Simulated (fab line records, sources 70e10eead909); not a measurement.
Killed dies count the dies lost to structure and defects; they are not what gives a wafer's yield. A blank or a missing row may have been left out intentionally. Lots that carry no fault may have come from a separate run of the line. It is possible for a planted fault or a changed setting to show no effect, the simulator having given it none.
Which tool was responsible? | flow nand harc | 42 wafers from 14 lots sampled at 4 of the route's 1302 steps

WHAT THE GAUGES READ, wafer by wafer
No reading from a measuring or inspecting step in the record can be judged against a usual standard deviation.

TOOL THAT RAN EACH LOT (tool first, then ch and the chambers of the sampled wafers, then the start)
lot  | NHARC_A_WL_FILL_ALD_00           | NHARC_A_WL_FILL_CVD_03        | NHARC_A_WL_FILL_ALD_19              | NHARC_A_WL_FILL_CMP_12
L151 | ald hk-01 ch 0,1, day 21 04:13   | cvd w-02 ch 0,1, day 21 05:29 | ald metal-04 ch 1,2,3, day 21 21:46 | cmp-03 ch 0,1,3, day 21 22:09
L152 | ald hk-02 ch 0,2,3, day 22 09:35 | cvd w-01 ch 0,1, day 22 10:43 | ald metal-04 ch 0,1,3, day 23 03:01 | cmp-03 ch 0,2,3, day 23 03:29
L155 | ald hk-03 ch 1,2, day 22 09:37   | cvd w-02 ch 0,1, day 22 10:29 | ald metal-02 ch 2,3, day 23 03:01   | cmp-01 ch 1,2, day 23 03:36
L153 | ald hk-01 ch 1,3, day 22 13:17   | cvd w-02 ch 0,1, day 22 14:19 | ald metal-02 ch 0,3, day 23 08:08   | cmp-01 ch 0,1,3, day 23 08:31
L154 | ald hk-03 ch 0,2,3, day 22 21:20 | cvd w-01 ch 0,1, day 22 22:19 | ald metal-02 ch 0,2,3, day 23 14:38 | cmp-03 ch 2,3, day 23 15:04
L156 | ald hk-03 ch 0,3, day 23 02:06   | cvd w-01 ch 0,1, day 23 03:02 | ald metal-02 ch 0,1,2, day 23 19:17 | cmp-04 ch 0,1,2, day 23 19:40
L157 | ald hk-03 ch 0,1,2, day 23 16:51 | cvd w-02 ch 0,1, day 23 17:52 | ald metal-04 ch 0,1,2, day 24 11:46 | cmp-04 ch 0,1,2, day 24 12:09
L162 | ald hk-01 ch 0,1,2, day 26 03:02 | cvd w-01 ch 0,1, day 26 03:58 | ald metal-02 ch 0,1,2, day 26 20:40 | cmp-01 ch 0,2,3, day 26 21:02
L165 | ald hk-01 ch 0,1,3, day 26 17:41 | cvd w-01 ch 0,1, day 26 18:46 | ald metal-02 ch 0,2,3, day 27 11:17 | cmp-01 ch 1,3, day 27 12:01
L167 | ald hk-02 ch 0,2,3, day 28 12:08 | cvd w-01 ch 0,1, day 28 13:14 | ald metal-03 ch 0,2,3, day 29 05:20 | cmp-03 ch 0,2,3, day 29 05:52
L170 | ald hk-01 ch 0,1,3, day 29 00:39 | cvd w-01 ch 0,1, day 29 01:34 | ald metal-03 ch 0,2, day 29 21:11   | cmp-01 ch 0,2,3, day 29 21:37
L169 | ald hk-01 ch 0,1,2, day 29 00:52 | cvd w-01 ch 0,1, day 29 01:52 | ald metal-04 ch 0,1, day 29 21:11   | cmp-03 ch 1,2,3, day 29 21:42
L171 | ald hk-03 ch 0,2,3, day 29 07:01 | cvd w-01 ch 0,1, day 29 07:58 | ald metal-02 ch 0,2,3, day 29 21:15 | cmp-04 ch 0,1,3, day 29 22:01
L172 | ald hk-01 ch 0,3, day 30 01:21   | cvd w-01 ch 0, day 30 02:17   | ald metal-02 ch 1,2,3, day 30 20:09 | cmp-04 ch 1,2,3, day 30 20:35
- NHARC_A_WL_FILL_ALD_00: deposits Al2O3, target thk 3 nm, pulse time 3 s, ald cycles 30.
- NHARC_A_WL_FILL_CVD_03: deposits W, target thk 40 nm, time 279 s.
- NHARC_A_WL_FILL_ALD_19: deposits TiN, target thk 2 nm, pulse time 3 s, ald cycles 100.
- NHARC_A_WL_FILL_CMP_12: polishes, t overpolish 30 s, target thk 100 nm.

AS READ BY THE TOOLS THEMSELVES (means over the sampled wafers that have a number; for cases with no such wafer, the mark the record gives instead)
NHARC_A_WL_FILL_ALD_00. Usual: heater power w 457 W, standard deviation 53; precursor pulse height rel 1.001, standard deviation 0.02.
lot  | tool      | heater power w (W) | precursor pulse height rel | flag
L151 | ald hk-01 | 537                | 1.010                      |
L152 | ald hk-02 | 478                | 1.020                      |
L155 | ald hk-03 | 387                | 0.995                      |
L153 | ald hk-01 | 451                | 1.005                      |
L154 | ald hk-03 | 433                | 1.022                      |
L156 | ald hk-03 | 468                | 1.010                      |
L157 | ald hk-03 | 416                | 0.995                      |
L162 | ald hk-01 | 529                | 1.013                      |
L165 | ald hk-01 | 474                | 1.022                      |
L167 | ald hk-02 | 469                | 1.017                      |
L170 | ald hk-01 | 475                | 0.986                      |
L169 | ald hk-01 | 504                | 0.992                      |
L171 | ald hk-03 | 431                | 1.001                      |
L172 | ald hk-01 | 435                | 0.984                      |

NHARC_A_WL_FILL_CVD_03. Usual: heater power w 442 W, standard deviation 28; throttle valve pct 8.04 %, standard deviation 0.2.
lot  | tool     | heater power w (W) | throttle valve pct (%) | flag
L151 | cvd w-02 | 412                | 8.03                   |
L152 | cvd w-01 | 444                | 7.94                   |
L155 | cvd w-02 | 410                | 8.08                   |
L153 | cvd w-02 | 433                | 8.26                   |
L154 | cvd w-01 | 454                | 7.95                   |
L156 | cvd w-01 | 455                | 7.96                   |
L157 | cvd w-02 | 434                | 8.18                   |
L162 | cvd w-01 | 457                | 7.90                   |
L165 | cvd w-01 | 452                | 7.91                   |
L167 | cvd w-01 | 451                | 8.22                   |
L170 | cvd w-01 | 465                | 8.03                   |
L169 | cvd w-01 | 449                | 8.08                   |
L171 | cvd w-01 | 465                | 8.09                   |
L172 | cvd w-01 | 436                | 8.26                   |

NHARC_A_WL_FILL_ALD_19. Usual: heater power w 1061 W, standard deviation 91; precursor pulse height rel 1.001, standard deviation 0.02.
lot  | tool         | heater power w (W) | precursor pulse height rel | flag
L151 | ald metal-04 | 1062               | 0.998                      |
L152 | ald metal-04 | 1107               | 1.006                      |
L155 | ald metal-02 | 1039               | 1.000                      |
L153 | ald metal-02 | 1003               | 1.014                      |
L154 | ald metal-02 | 994                | 0.999                      |
L156 | ald metal-02 | 1015               | 0.978                      |
L157 | ald metal-04 | 1067               | 0.987                      |
L162 | ald metal-02 | 1014               | 1.016                      |
L165 | ald metal-02 | 973                | 1.000                      |
L167 | ald metal-03 | 1131               | 1.014                      |
L170 | ald metal-03 | 1049               | 0.990                      |
L169 | ald metal-04 | 1076               | 0.994                      |
L171 | ald metal-02 | 980                | 1.005                      |
L172 | ald metal-02 | 1035               | 1.022                      |

NHARC_A_WL_FILL_CMP_12. Usual: motor current A 11.8 A, standard deviation 1.3; overpolish run s 30.002 s, standard deviation 0.0085; pad life wafers 213, standard deviation 110; slurry filter dp kPa 13.48 kPa, standard deviation 0.14; time to endpoint s 19.6 s, standard deviation 1.9.
lot  | tool   | motor current A (A) | overpolish run s (s) | pad life wafers | slurry filter dp kPa (kPa) | time to endpoint s (s) | flag
L151 | cmp-03 | 11.7                | 29.995               | 152             | 13.53                      | 20.2                   |
L152 | cmp-03 | 11.9                | 29.997               | 260             | 13.38                      | 19.3                   |
L155 | cmp-01 | 11.6                | 29.998               | 162             | 13.48                      | 18.9                   |
L153 | cmp-01 | 12.6                | 30.005               | 188             | 13.67                      | 19.8                   |
L154 | cmp-03 | 12.2                | 30.011               | 320             | 13.38                      | 18.7                   |
L156 | cmp-04 | 11.3                | 30.003               | 62              | 13.49                      | 18.3                   |
L157 | cmp-04 | 11.4                | 29.997               | 97              | 13.47                      | 20.9                   |
L162 | cmp-01 | 13.1                | 30.012               | 163             | 13.48                      | 19.5                   |
L165 | cmp-01 | 12.7                | 30.009               | 247             | 13.44                      | 18.9                   |
L167 | cmp-03 | 11.6                | 30.003               | 86              | 13.63                      | 18.7                   |
L170 | cmp-01 | 12.7                | 29.999               | 38              | 13.43                      | 21.5                   |
L169 | cmp-03 | 12.4                | 29.997               | 133             | 13.60                      | 19.0                   |
L171 | cmp-04 | 10.3                | 29.996               | 344             | 13.43                      | 18.2                   |
L172 | cmp-04 | 11.8                | 30.001               | 410             | 13.50                      | 21.8                   |

THE ANSWER, worked out from the rows above alone
Rule: a lot is off if the mean of its wafers that have a number lies more than 3 standard deviations from the usual mean. A lot without any number at a reading at which 4 lots or more have one is off too. Where the step has rows for the other lots, those lots are counted as sound. After the gauges, taken in route order, come the tools' own readings; for these a lot's mean is taken, as printed above. At the first step where some lot is off, the reading lying furthest off is the one used; lots without a number count as furthest.
None of the lots is off at any reading shown; this tells nothing.

WHAT WAS PUT IN BY THE SIMULATOR
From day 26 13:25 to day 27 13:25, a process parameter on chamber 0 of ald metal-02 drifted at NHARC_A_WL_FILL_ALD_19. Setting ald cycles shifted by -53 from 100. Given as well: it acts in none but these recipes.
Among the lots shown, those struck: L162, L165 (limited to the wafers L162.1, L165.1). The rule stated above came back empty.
